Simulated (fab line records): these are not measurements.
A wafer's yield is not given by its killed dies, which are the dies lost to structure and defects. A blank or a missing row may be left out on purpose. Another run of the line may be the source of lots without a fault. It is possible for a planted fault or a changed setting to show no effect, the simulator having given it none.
fab line records / flow nand_harc
record: lots: 5 wafers: 14 last_day: 33
route steps=1302 shown THIN_TSV@1282 END@1302
lots with no fault: from the same line, run without faults
start_h: hours from the record's first day to the start of the lot's first wafer shown / wait_h: how many hours have passed since the lot's step before this one / " the same as in the row above / L1.1+2: several wafers, shown together as one row / - no value present, or no start provided / * or withheld: withheld / < > ~ a bound
route shown NAME@n: NAME is a module with steps in the file, n the number in the route of the first one / usual: mean/standard deviation of fault-free wafers / same: alike in all rows / chamber/n: place in a boat / sites: readings site by site / _std_site: standard deviation of those values / _edge_site: the outer-site mean with the inner-site mean subtracted / radius_mm: how far each site lies from the wafer's centre / mask NAME#n: copy n / behind: the tool/chamber that last shaped the wafer / hold: reason for holding the lot/hours on hold/outcome of the hold / device: whichever transistor did not switch (one of n, p or np) / end of line: the tests these same wafers got at the end of their route / a step given without rows: its recipe and nothing more / killed: the dies lost at the first sort to structure and to defects; this is not the yield of the wafer / map: a wafer's dies, marking killed ones x, the rest . and places with no die _
set.NAME: the run value of the setting; set.NAME@STEP: its run value at that earlier step / model.NAME: the simulator's own value behind a step, which no gauge read
a table for each step, a row for each wafer; lots at some steps of the route
services: when a tool's chamber went out of use (start_h, in hours from the record's first day, below 0 if earlier), for how many hours, and the reason
== steps ==
step: NHARC_THIN_TSV_PVD_24
recipe: target_thk_a: 8000 power_w: withheld chamber_pressure_pa: withheld substrate_temp_c: withheld time_s: withheld gas: Ar material: Al
step: NHARC_THIN_TSV_DEHYDRATE_25
recipe: temp_c: 150 time_s: 120
step: NHARC_THIN_TSV_HMDS_26
recipe: time_s: 30
step: NHARC_THIN_TSV_COAT_27
recipe: spin_rpm: *
step: NHARC_THIN_TSV_SOFTBAKE_28
recipe: temp_c: 122 time_s: 95
step: NHARC_THIN_TSV_EBR_29
step: NHARC_THIN_TSV_EXPOSE_30
recipe: na: 0.55 dose_mj: 11.47 mask_id: PAD
step: NHARC_THIN_TSV_PEB_31
recipe: peb_temp_c: 118 peb_time_s: 85
step: NHARC_THIN_TSV_DEVELOP_32
recipe: time_s: 70
step: NHARC_THIN_TSV_CD_MEAS_33
recipe: target_cd_nm: 5000 landing_energy_ev: 500
usual: cd_nm: 4999.9/1.5
lot.wafer=L788.1 tool=cd_sem-01 chamber=0 start_h=666.68 wait_h=- cd_nm=5001.0
lot.wafer=L788.5 tool=cd_sem-01 chamber=0 start_h=666.68 wait_h=- cd_nm=5001.2
lot.wafer=L788.6 tool=cd_sem-01 chamber=0 start_h=666.68 wait_h=- cd_nm=5002.7
lot.wafer=L791.3 tool=cd_sem-01 chamber=0 start_h=680.19 wait_h=- cd_nm=4996.6
lot.wafer=L791.6 tool=cd_sem-01 chamber=0 start_h=680.19 wait_h=- cd_nm=5000.3
lot.wafer=L794.1 tool=cd_sem-03 chamber=0 start_h=730.08 wait_h=- cd_nm=5000.4
lot.wafer=L794.3 tool=cd_sem-03 chamber=0 start_h=730.08 wait_h=- cd_nm=5003.4
lot.wafer=L794.4 tool=cd_sem-03 chamber=0 start_h=730.08 wait_h=- cd_nm=5001.5
lot.wafer=L797.4 tool=cd_sem-01 chamber=0 start_h=763.53 wait_h=- cd_nm=5001.2
lot.wafer=L797.5 tool=cd_sem-01 chamber=0 start_h=763.53 wait_h=- cd_nm=5000.7
lot.wafer=L797.6 tool=cd_sem-01 chamber=0 start_h=763.53 wait_h=- cd_nm=5002.1
lot.wafer=L800.2 tool=cd_sem-03 chamber=0 start_h=781.68 wait_h=- cd_nm=4998.4
lot.wafer=L800.3 tool=cd_sem-03 chamber=0 start_h=781.68 wait_h=- cd_nm=4998.4
lot.wafer=L800.4 tool=cd_sem-03 chamber=0 start_h=781.68 wait_h=- cd_nm=4997.3
step: NHARC_THIN_TSV_HARDBAKE_34
recipe: temp_c: 125 time_s: 80
step: NHARC_THIN_TSV_DESCUM_35
recipe: time_s: 3 o2_flow_sccm: 200 ar_flow_sccm: 0 bias_power_w: 0 chemistry: O2
usual: chamber_pressure_mTorr: 60.01/0.051 drypump_motor_current_A: 5.7/0.37 oes_product_au: 1.000/0.0087 rf_vpp_V: 58.0/0.82 showerhead_plenum_p_Torr: 1.97/0.047 throttle_valve_pct: 11.312/0.0088
lot.wafer=L788.1 tool=rie_diel-05 chamber=1 start_h=666.84 wait_h=- chamber_pressure_mTorr=60.11 drypump_motor_current_A=5.3 oes_product_au=0.997 rf_hours_counter_h=5.4 rf_vpp_V=58.6 showerhead_plenum_p_Torr=1.98 throttle_valve_pct=11.313
lot.wafer=L788.6 tool=rie_diel-05 chamber=2 start_h=666.84 wait_h=- chamber_pressure_mTorr=59.95 drypump_motor_current_A=5.8 oes_product_au=1.003 rf_hours_counter_h=- rf_vpp_V=59.3 showerhead_plenum_p_Torr=2.04 throttle_valve_pct=11.308
lot.wafer=L788.5 tool=rie_diel-05 chamber=3 start_h=666.84 wait_h=- chamber_pressure_mTorr=60.08 drypump_motor_current_A=5.7 oes_product_au=0.983 rf_hours_counter_h=- rf_vpp_V=56.2 showerhead_plenum_p_Torr=2.01 throttle_valve_pct=11.309
lot.wafer=L791.3 tool=rie_diel-08 chamber=2 start_h=680.38 wait_h=- chamber_pressure_mTorr=60.03 drypump_motor_current_A=5.5 oes_product_au=1.005 rf_hours_counter_h=5.9 rf_vpp_V=57.9 showerhead_plenum_p_Torr=1.97 throttle_valve_pct=11.301
lot.wafer=L791.6 tool=rie_diel-08 chamber=3 start_h=680.38 wait_h=- chamber_pressure_mTorr=60.07 drypump_motor_current_A=6.2 oes_product_au=0.995 rf_hours_counter_h=- rf_vpp_V=58.5 showerhead_plenum_p_Torr=2.04 throttle_valve_pct=11.303
lot.wafer=L794.3 tool=rie_diel-09 chamber=3 start_h=730.26 wait_h=- chamber_pressure_mTorr=60.02 drypump_motor_current_A=5.8 oes_product_au=1.007 rf_hours_counter_h=2.6 rf_vpp_V=59.5 showerhead_plenum_p_Torr=1.90 throttle_valve_pct=11.314
lot.wafer=L794.4 tool=rie_diel-09 chamber=0 start_h=730.26 wait_h=- chamber_pressure_mTorr=60.03 drypump_motor_current_A=5.0 oes_product_au=1.001 rf_hours_counter_h=2.4 rf_vpp_V=59.3 showerhead_plenum_p_Torr=1.96 throttle_valve_pct=11.324
lot.wafer=L794.1 tool=rie_diel-09 chamber=1 start_h=730.26 wait_h=- chamber_pressure_mTorr=60.08 drypump_motor_current_A=6.2 oes_product_au=0.994 rf_hours_counter_h=1.1 rf_vpp_V=57.8 showerhead_plenum_p_Torr=1.94 throttle_valve_pct=11.320
lot.wafer=L797.4 tool=rie_diel-08 chamber=3 start_h=763.75 wait_h=- chamber_pressure_mTorr=60.04 drypump_motor_current_A=6.2 oes_product_au=0.995 rf_hours_counter_h=- rf_vpp_V=57.3 showerhead_plenum_p_Torr=2.04 throttle_valve_pct=11.310
lot.wafer=L797.6 tool=rie_diel-08 chamber=0 start_h=763.75 wait_h=- chamber_pressure_mTorr=60.12 drypump_motor_current_A=5.9 oes_product_au=1.005 rf_hours_counter_h=- rf_vpp_V=59.6 showerhead_plenum_p_Torr=1.93 throttle_valve_pct=11.303
lot.wafer=L797.5 tool=rie_diel-08 chamber=1 start_h=763.75 wait_h=- chamber_pressure_mTorr=60.03 drypump_motor_current_A=5.7 oes_product_au=1.006 rf_hours_counter_h=- rf_vpp_V=58.1 showerhead_plenum_p_Torr=1.99 throttle_valve_pct=11.317
lot.wafer=L800.2 tool=rie_diel-05 chamber=2 start_h=781.84 wait_h=- chamber_pressure_mTorr=59.95 drypump_motor_current_A=5.8 oes_product_au=1.003 rf_hours_counter_h=1.2 rf_vpp_V=58.0 showerhead_plenum_p_Torr=2.04 throttle_valve_pct=11.300
lot.wafer=L800.3 tool=rie_diel-05 chamber=3 start_h=781.84 wait_h=- chamber_pressure_mTorr=60.01 drypump_motor_current_A=5.7 oes_product_au=0.999 rf_hours_counter_h=1.2 rf_vpp_V=56.2 showerhead_plenum_p_Torr=2.01 throttle_valve_pct=11.294
lot.wafer=L800.4 tool=rie_diel-05 chamber=1 start_h=781.84 wait_h=- chamber_pressure_mTorr=59.95 drypump_motor_current_A=5.3 oes_product_au=0.997 rf_hours_counter_h=- rf_vpp_V=59.1 showerhead_plenum_p_Torr=1.98 throttle_valve_pct=11.305
step: NHARC_THIN_TSV_ETCH_59
recipe: target_depth_a: 8800 icp_w: 900 bias_w: 100 Cl2_flow_sccm: 60 bcl3_flow_sccm: 30 time_s: 138.1 chemistry: Cl2/BCl3
usual: bcl3_flow_sccm: 30.01/0.091 chamber_pressure_mTorr: 10.000/0.0093 drypump_motor_current_A: 5.97/0.26 oes_product_au: 1.001/0.0076 throttle_valve_pct: 22.265/0.0082
lot.wafer=L788.1 tool=rie_metal-02 chamber=1 start_h=666.99 wait_h=0.1 bcl3_flow_sccm=29.87 chamber_pressure_mTorr=10.013 drypump_motor_current_A=6.06 oes_product_au=0.995 rf_hours_counter_h=0.5 throttle_valve_pct=22.271
lot.wafer=L788.5 tool=rie_metal-02 chamber=1 start_h=666.99 wait_h=0.1 bcl3_flow_sccm=30.00 chamber_pressure_mTorr=10.002 drypump_motor_current_A=6.06 oes_product_au=1.005 rf_hours_counter_h=- throttle_valve_pct=22.258
lot.wafer=L788.6 tool=rie_metal-02 chamber=0 start_h=666.99 wait_h=0.1 bcl3_flow_sccm=29.94 chamber_pressure_mTorr=10.005 drypump_motor_current_A=6.20 oes_product_au=1.002 rf_hours_counter_h=- throttle_valve_pct=22.278
lot.wafer=L791.3 tool=rie_metal-02 chamber=1 start_h=680.58 wait_h=0.2 bcl3_flow_sccm=30.19 chamber_pressure_mTorr=10.013 drypump_motor_current_A=6.07 oes_product_au=1.007 rf_hours_counter_h=- throttle_valve_pct=22.254
lot.wafer=L791.6 tool=rie_metal-02 chamber=0 start_h=680.58 wait_h=0.2 bcl3_flow_sccm=30.03 chamber_pressure_mTorr=10.000 drypump_motor_current_A=6.19 oes_product_au=1.363 rf_hours_counter_h=- throttle_valve_pct=22.263
lot.wafer=L794.1 tool=rie_metal-01 chamber=0 start_h=730.40 wait_h=0.1 bcl3_flow_sccm=29.93 chamber_pressure_mTorr=9.991 drypump_motor_current_A=5.73 oes_product_au=1.000 rf_hours_counter_h=2.0 throttle_valve_pct=22.274
lot.wafer=L794.4 tool=rie_metal-01 chamber=1 start_h=730.40 wait_h=0.1 bcl3_flow_sccm=30.01 chamber_pressure_mTorr=9.994 drypump_motor_current_A=5.45 oes_product_au=1.006 rf_hours_counter_h=- throttle_valve_pct=22.276
lot.wafer=L794.3 tool=rie_metal-01 chamber=0 start_h=730.40 wait_h=0.1 bcl3_flow_sccm=29.89 chamber_pressure_mTorr=10.011 drypump_motor_current_A=5.72 oes_product_au=1.012 rf_hours_counter_h=- throttle_valve_pct=22.272
lot.wafer=L797.4 tool=rie_metal-01 chamber=0 start_h=763.96 wait_h=0.2 bcl3_flow_sccm=30.14 chamber_pressure_mTorr=9.998 drypump_motor_current_A=5.71 oes_product_au=1.000 rf_hours_counter_h=- throttle_valve_pct=22.270
lot.wafer=L797.5 tool=rie_metal-01 chamber=1 start_h=763.96 wait_h=0.2 bcl3_flow_sccm=29.93 chamber_pressure_mTorr=9.995 drypump_motor_current_A=5.47 oes_product_au=0.995 rf_hours_counter_h=- throttle_valve_pct=22.275
lot.wafer=L797.6 tool=rie_metal-01 chamber=0 start_h=763.96 wait_h=0.2 bcl3_flow_sccm=30.06 chamber_pressure_mTorr=9.995 drypump_motor_current_A=5.69 oes_product_au=1.012 rf_hours_counter_h=- throttle_valve_pct=22.265
lot.wafer=L800.2 tool=rie_metal-03 chamber=0 start_h=781.99 wait_h=0.1 bcl3_flow_sccm=29.99 chamber_pressure_mTorr=10.017 drypump_motor_current_A=6.26 oes_product_au=1.007 rf_hours_counter_h=1.4 throttle_valve_pct=22.259
lot.wafer=L800.4 tool=rie_metal-03 chamber=0 start_h=781.99 wait_h=0.1 bcl3_flow_sccm=30.16 chamber_pressure_mTorr=9.994 drypump_motor_current_A=6.28 oes_product_au=1.005 rf_hours_counter_h=- throttle_valve_pct=22.262
lot.wafer=L800.3 tool=rie_metal-03 chamber=1 start_h=781.99 wait_h=0.1 bcl3_flow_sccm=30.09 chamber_pressure_mTorr=9.990 drypump_motor_current_A=5.81 oes_product_au=0.994 rf_hours_counter_h=- throttle_valve_pct=22.280
step: NHARC_THIN_TSV_ETCH_36
recipe: target_depth_a: 650 over_etch_frac: 0.3 time_s: 18.571 ion_energy_ev: 150 chemistry: Cl2/BCl3
usual: chamber_pressure_mTorr: 10.001/0.0089 drypump_motor_current_A: 5.97/0.26 oes_product_au: 1.001/0.0076
lot.wafer=L788.1 tool=rie_metal-02 chamber=1 start_h=667.26 wait_h=0.2 chamber_pressure_mTorr=9.988 drypump_motor_current_A=6.05 oes_product_au=1.003 rf_hours_counter_h=0.7
lot.wafer=L788.6 tool=rie_metal-02 chamber=0 start_h=667.26 wait_h=0.2 chamber_pressure_mTorr=10.004 drypump_motor_current_A=6.20 oes_product_au=0.994 rf_hours_counter_h=-
lot.wafer=L788.5 tool=rie_metal-02 chamber=1 start_h=667.26 wait_h=0.2 chamber_pressure_mTorr=9.995 drypump_motor_current_A=6.04 oes_product_au=1.004 rf_hours_counter_h=-
lot.wafer=L791.3 tool=rie_metal-02 chamber=1 start_h=680.75 wait_h=0.1 chamber_pressure_mTorr=10.003 drypump_motor_current_A=6.07 oes_product_au=0.997 rf_hours_counter_h=-
lot.wafer=L791.6 tool=rie_metal-02 chamber=0 start_h=680.75 wait_h=0.1 chamber_pressure_mTorr=9.987 drypump_motor_current_A=6.17 oes_product_au=0.995 rf_hours_counter_h=-
lot.wafer=L794.1 tool=rie_metal-01 chamber=0 start_h=730.63 wait_h=0.2 chamber_pressure_mTorr=9.994 drypump_motor_current_A=5.72 oes_product_au=1.011 rf_hours_counter_h=2.1
lot.wafer=L794.3 tool=rie_metal-01 chamber=1 start_h=730.63 wait_h=0.2 chamber_pressure_mTorr=9.989 drypump_motor_current_A=5.49 oes_product_au=1.003 rf_hours_counter_h=-
lot.wafer=L794.4 tool=rie_metal-01 chamber=0 start_h=730.63 wait_h=0.2 chamber_pressure_mTorr=9.994 drypump_motor_current_A=5.72 oes_product_au=1.000 rf_hours_counter_h=-
lot.wafer=L797.4 tool=rie_metal-01 chamber=1 start_h=764.13 wait_h=0.1 chamber_pressure_mTorr=9.994 drypump_motor_current_A=5.49 oes_product_au=1.003 rf_hours_counter_h=-
lot.wafer=L797.5 tool=rie_metal-01 chamber=0 start_h=764.13 wait_h=0.1 chamber_pressure_mTorr=10.003 drypump_motor_current_A=5.72 oes_product_au=1.009 rf_hours_counter_h=-
lot.wafer=L797.6 tool=rie_metal-01 chamber=1 start_h=764.13 wait_h=0.1 chamber_pressure_mTorr=9.995 drypump_motor_current_A=5.47 oes_product_au=1.011 rf_hours_counter_h=-
lot.wafer=L800.2 tool=rie_metal-03 chamber=1 start_h=782.25 wait_h=0.2 chamber_pressure_mTorr=10.015 drypump_motor_current_A=5.83 oes_product_au=0.988 rf_hours_counter_h=1.5
lot.wafer=L800.4 tool=rie_metal-03 chamber=1 start_h=782.25 wait_h=0.2 chamber_pressure_mTorr=10.002 drypump_motor_current_A=5.83 oes_product_au=0.996 rf_hours_counter_h=-
lot.wafer=L800.3 tool=rie_metal-03 chamber=0 start_h=782.25 wait_h=0.2 chamber_pressure_mTorr=10.002 drypump_motor_current_A=6.30 oes_product_au=0.985 rf_hours_counter_h=-
step: NHARC_THIN_TSV_STRIP_56
recipe: power_w: 1500 temp_c: 250 chemistry: O2
usual: drypump_motor_current_A: 5.59/0.14 heater_power_w: 351/32
lot.wafer=L788.1 tool=plasma_asher-01 chamber=1 start_h=667.36 wait_h=0.1 drypump_motor_current_A=5.53 heater_power_w=333 rf_hours_counter_h=26
lot.wafer=L788.6 tool=plasma_asher-01 chamber=1 start_h=667.36 wait_h=0.1 drypump_motor_current_A=5.54 heater_power_w=335 rf_hours_counter_h=-
lot.wafer=L788.5 tool=plasma_asher-01 chamber=0 start_h=667.36 wait_h=0.1 drypump_motor_current_A=5.41 heater_power_w=315 rf_hours_counter_h=-
lot.wafer=L791.3 tool=plasma_asher-01 chamber=1 start_h=680.94 wait_h=0.2 drypump_motor_current_A=5.57 heater_power_w=326 rf_hours_counter_h=-
lot.wafer=L791.6 tool=plasma_asher-01 chamber=1 start_h=680.94 wait_h=0.2 drypump_motor_current_A=5.57 heater_power_w=337 rf_hours_counter_h=-
lot.wafer=L794.1 tool=plasma_asher-02 chamber=0 start_h=730.73 wait_h=0.1 drypump_motor_current_A=5.79 heater_power_w=379 rf_hours_counter_h=26
lot.wafer=L794.4 tool=plasma_asher-02 chamber=0 start_h=730.73 wait_h=0.1 drypump_motor_current_A=5.78 heater_power_w=381 rf_hours_counter_h=-
lot.wafer=L794.3 tool=plasma_asher-02 chamber=1 start_h=730.73 wait_h=0.1 drypump_motor_current_A=5.63 heater_power_w=404 rf_hours_counter_h=-
lot.wafer=L797.4 tool=plasma_asher-01 chamber=1 start_h=764.36 wait_h=0.2 drypump_motor_current_A=5.55 heater_power_w=343 rf_hours_counter_h=-
lot.wafer=L797.6 tool=plasma_asher-01 chamber=0 start_h=764.36 wait_h=0.2 drypump_motor_current_A=5.41 heater_power_w=311 rf_hours_counter_h=-
lot.wafer=L797.5 tool=plasma_asher-01 chamber=1 start_h=764.36 wait_h=0.2 drypump_motor_current_A=5.56 heater_power_w=338 rf_hours_counter_h=-
lot.wafer=L800.2 tool=plasma_asher-01 chamber=0 start_h=782.39 wait_h=0.1 drypump_motor_current_A=5.42 heater_power_w=314 rf_hours_counter_h=18
lot.wafer=L800.3 tool=plasma_asher-01 chamber=1 start_h=782.39 wait_h=0.1 drypump_motor_current_A=5.55 heater_power_w=337 rf_hours_counter_h=-
lot.wafer=L800.4 tool=plasma_asher-01 chamber=0 start_h=782.39 wait_h=0.1 drypump_motor_current_A=5.41 heater_power_w=315 rf_hours_counter_h=-
step: NHARC_THIN_TSV_STRIP_57
recipe: time_s: 1200 temp_c: 72.5 chemistry: post_etch_residue_remover
step: NHARC_THIN_TSV_CD_MEAS_37
usual: cd_nm: 5000.3/1.9
lot.wafer=L788.1 tool=cd_sem-03 chamber=- start_h=668.24 wait_h=- cd_nm=5001.5
lot.wafer=L788.5 tool=cd_sem-03 chamber=- start_h=668.24 wait_h=- cd_nm=5002.1
lot.wafer=L788.6 tool=cd_sem-03 chamber=- start_h=668.24 wait_h=- cd_nm=5002.6
lot.wafer=L791.3 tool=cd_sem-01 chamber=- start_h=681.65 wait_h=- cd_nm=4996.8
lot.wafer=L791.6 tool=cd_sem-01 chamber=- start_h=681.65 wait_h=- cd_nm=4980.9
lot.wafer=L794.1 tool=cd_sem-02 chamber=- start_h=731.52 wait_h=- cd_nm=4998.3
lot.wafer=L794.3 tool=cd_sem-02 chamber=- start_h=731.52 wait_h=- cd_nm=5001.0
lot.wafer=L794.4 tool=cd_sem-02 chamber=- start_h=731.52 wait_h=- cd_nm=4999.9
lot.wafer=L797.4 tool=cd_sem-03 chamber=- start_h=765.02 wait_h=- cd_nm=5005.0
lot.wafer=L797.5 tool=cd_sem-03 chamber=- start_h=765.02 wait_h=- cd_nm=5003.2
lot.wafer=L797.6 tool=cd_sem-03 chamber=- start_h=765.02 wait_h=- cd_nm=5004.7
lot.wafer=L800.2 tool=cd_sem-03 chamber=- start_h=783.14 wait_h=- cd_nm=4997.8
lot.wafer=L800.3 tool=cd_sem-03 chamber=- start_h=783.14 wait_h=- cd_nm=4997.6
lot.wafer=L800.4 tool=cd_sem-03 chamber=- start_h=783.14 wait_h=- cd_nm=4998.0
step: NHARC_THIN_TSV_ANNEAL_58
recipe: temp_c: 400 time_s: 1800
step: NHARC_END_SORT_01
recipe: temp_c: 25
usual: defect_limited_yield: 92.0/2.6 killed_at_array: 50/17 killed_at_other: 0.7/1 killed_at_periphery: 3.4/2.4 killed_dies: 54/17 killed_open: 3.3/1.7 killed_short: 2.5/1.6 sort_bin_2_pct: 2.8/1.1 sort_bin_3_pct: 0.5/0.33 sort_bin_4_pct: 4.6/1.5 sort_n_pass: 623/17 sort_rim_yield_pct: 92/3.8 sort_yield_pct: 92.0/2.6
same: gross_dies: 677 sort_bin_5_pct[%]: 0 sort_bin_6_pct[%]: 0 sort_bin_7_pct[%]: 0 sort_bin_8_pct[%]: 0 sort_rim_n_gross: 106.00
lot.wafer=L788.1 tool=prober-02 chamber=0 start_h=673.36 wait_h=2.5 defect_limited_yield[%]=90.3 killed_at_array=61 killed_at_other=0 killed_at_periphery=5 killed_dies=66 killed_open=1 killed_short=5 sort_bin_2_pct[%]=3.2 sort_bin_3_pct[%]=0.7 sort_bin_4_pct[%]=5.8 sort_n_pass=611 sort_rim_yield_pct[%]=86 sort_yield_pct[%]=90.3
lot.wafer=L788.6 tool=prober-02 chamber=0 start_h=677.29 wait_h=3.9 defect_limited_yield[%]=88.5 killed_at_array=70 killed_at_other=2 killed_at_periphery=6 killed_dies=78 killed_open=2 killed_short=5 sort_bin_2_pct[%]=4.6 sort_bin_3_pct[%]=1.0 sort_bin_4_pct[%]=5.9 sort_n_pass=599 sort_rim_yield_pct[%]=89 sort_yield_pct[%]=88.5
lot.wafer=L791.6 tool=prober-01 chamber=0 start_h=693.17 wait_h=3.9 defect_limited_yield[%]=94.4 killed_at_array=35 killed_at_other=1 killed_at_periphery=2 killed_dies=38 killed_open=1 killed_short=2 sort_bin_2_pct[%]=1.6 sort_bin_3_pct[%]=0.1 sort_bin_4_pct[%]=3.8 sort_n_pass=639 sort_rim_yield_pct[%]=97 sort_yield_pct[%]=94.4
lot.wafer=L794.1 tool=prober-01 chamber=0 start_h=739.77 wait_h=2.5 defect_limited_yield[%]=92.6 killed_at_array=47 killed_at_other=1 killed_at_periphery=2 killed_dies=50 killed_open=3 killed_short=4 sort_bin_2_pct[%]=2.5 sort_bin_3_pct[%]=0.3 sort_bin_4_pct[%]=4.6 sort_n_pass=627 sort_rim_yield_pct[%]=89 sort_yield_pct[%]=92.6
lot.wafer=L794.3 tool=prober-01 chamber=0 start_h=741.38 wait_h=3.1 defect_limited_yield[%]=93.6 killed_at_array=41 killed_at_other=1 killed_at_periphery=1 killed_dies=43 killed_open=5 killed_short=4 sort_bin_2_pct[%]=2.1 sort_bin_3_pct[%]=0.4 sort_bin_4_pct[%]=3.8 sort_n_pass=634 sort_rim_yield_pct[%]=87 sort_yield_pct[%]=93.6
lot.wafer=L794.4 tool=prober-01 chamber=0 start_h=742.19 wait_h=3.4 defect_limited_yield[%]=93.8 killed_at_array=39 killed_at_other=1 killed_at_periphery=2 killed_dies=42 killed_open=2 killed_short=1 sort_bin_2_pct[%]=2.8 sort_bin_3_pct[%]=0.4 sort_bin_4_pct[%]=3.0 sort_n_pass=635 sort_rim_yield_pct[%]=98 sort_yield_pct[%]=93.8
killed by level:class
L788.1 A_SLIT:chamber_film_flake=35 A_CHANNEL_HOLE_D1:chamber_film_flake=19 P_M1:chamber_film_flake=4 A_CHANNEL_FILL_D1:geometric_particle:short=2 P_BONDPAD:geometric_particle:open=1 A_ONON_D1:geometric_particle:short=1 A_SLIT:geometric_particle:short=1 A_CONTACT:geometric_particle:short=1
L788.6 A_SLIT:chamber_film_flake=35 A_CHANNEL_HOLE_D1:chamber_film_flake=18 A_STAIRCASE:chamber_film_flake=6 P_M1:chamber_film_flake=4 A_CHANNEL_FILL_D1:geometric_particle:short=2 A_DECK1_JOINT:geometric_particle:short=2 A_ZERO_WELL:chamber_film_flake=2 A_WL_FILL:chamber_film_flake=2
L791.6 A_CHANNEL_HOLE_D2:chamber_film_flake=17 A_CHANNEL_HOLE_D1:chamber_film_flake=7 A_CONTACT:chamber_film_flake=4 P_GATE:chamber_film_flake=2 A_BLC:chamber_film_flake=2 A_ONON_D2:geometric_particle:short=1 A_WL_FILL:geometric_particle:short=1 A_WL_FILL:geometric_particle:open=1
L794.1 A_CHANNEL_HOLE_D1:chamber_film_flake=21 A_CONTACT:chamber_film_flake=6 A_SLIT:chamber_film_flake=5 A_CHANNEL_FILL_D1:chamber_film_flake=3 A_WL_FILL:chamber_film_flake=2 A_M0:chamber_film_flake=2 P_CONTACT:geometric_particle:open=1 P_M0:geometric_particle:short=1
L794.3 A_CHANNEL_HOLE_D1:chamber_film_flake=18 A_CONTACT:chamber_film_flake=5 A_STAIRCASE:chamber_film_flake=3 A_SLIT:chamber_film_flake=2 A_SOURCE_PLATE:geometric_particle:open=1 A_ONON_D1:geometric_particle:short=1 A_CHANNEL_FILL_D1:geometric_particle:open=1 A_CHANNEL_FILL_D1:geometric_particle:short=1
L794.4 A_CHANNEL_HOLE_D1:chamber_film_flake=28 A_CONTACT:chamber_film_flake=3 A_SLIT:chamber_film_flake=2 A_CHANNEL_FILL_D1:chamber_film_flake=2 P_CONTACT:geometric_particle:short=1 P_M0:geometric_particle:open=1 A_ONON_D2:geometric_particle:open=1 A_CHANNEL_FILL_D2:chamber_film_flake=1
== services ==
tool=rie_diel-09 chamber=0 start_h=658.38 hours=7.1 kind=repair
tool=rie_diel-05 chamber=0 start_h=660.61 hours=9.7 kind=repair
tool=rie_diel-09 chamber=- start_h=674.10 hours=9.0 kind=pm
tool=rie_metal-03 chamber=- start_h=696.16 hours=9.0 kind=pm
tool=plasma_asher-01 chamber=- start_h=696.56 hours=9.0 kind=pm
tool=plasma_asher-01 chamber=0 start_h=696.56 hours=9.0 kind=vent_cycle
tool=rie_diel-09 chamber=1 start_h=698.08 hours=14.0 kind=repair
tool=rie_metal-03 chamber=- start_h=718.12 hours=0.5 kind=repair
tool=rie_diel-08 chamber=- start_h=721.80 hours=9.0 kind=pm
tool=rie_diel-08 chamber=3 start_h=747.45 hours=1.4 kind=repair
tool=rie_diel-05 chamber=0 start_h=751.37 hours=33.0 kind=repair
tool=rie_metal-01 chamber=- start_h=752.00 hours=9.0 kind=pm
tool=rie_metal-01 chamber=0 start_h=752.00 hours=9.0 kind=vent_cycle
tool=rie_metal-01 chamber=1 start_h=752.00 hours=9.0 kind=vent_cycle
tool=rie_diel-09 chamber=1 start_h=753.65 hours=14.7 kind=repair
tool=plasma_asher-02 chamber=- start_h=757.09 hours=4.9 kind=repair
tool=rie_diel-09 chamber=0 start_h=757.50 hours=7.1 kind=repair
tool=rie_diel-05 chamber=- start_h=760.60 hours=9.0 kind=pm
tool=rie_metal-01 chamber=0 start_h=761.00 hours=- kind=clean
tool=rie_metal-01 chamber=1 start_h=761.00 hours=- kind=clean
tool=rie_diel-08 chamber=2 start_h=763.65 hours=7.1 kind=repair
tool=rie_diel-09 chamber=0 start_h=768.89 hours=5.0 kind=repair
tool=rie_diel-08 chamber=1 start_h=778.94 hours=11.9 kind=repair
tool=plasma_asher-02 chamber=- start_h=780.47 hours=9.0 kind=pm
== key ==
first_sign: step: NHARC_THIN_TSV_ETCH_59 reading: oes_product_au direction: up sigmas: 47 usual: 1.001 struck: 1.363
effect: step: NHARC_THIN_TSV_CD_MEAS_37 reading: cd_nm direction: down sigmas: 10 usual: 5000.3 struck: 4980.9
met_at NHARC_THIN_TSV_ETCH_59
struck_wafers L791.6
onset_between 666.99 680.58
fault: kind: process_parameter_drift tool: rie_metal-02 chamber: 0 onset_h: 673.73 steps: NHARC_THIN_TSV_ETCH_59 channel: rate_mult offset: 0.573 shape: step
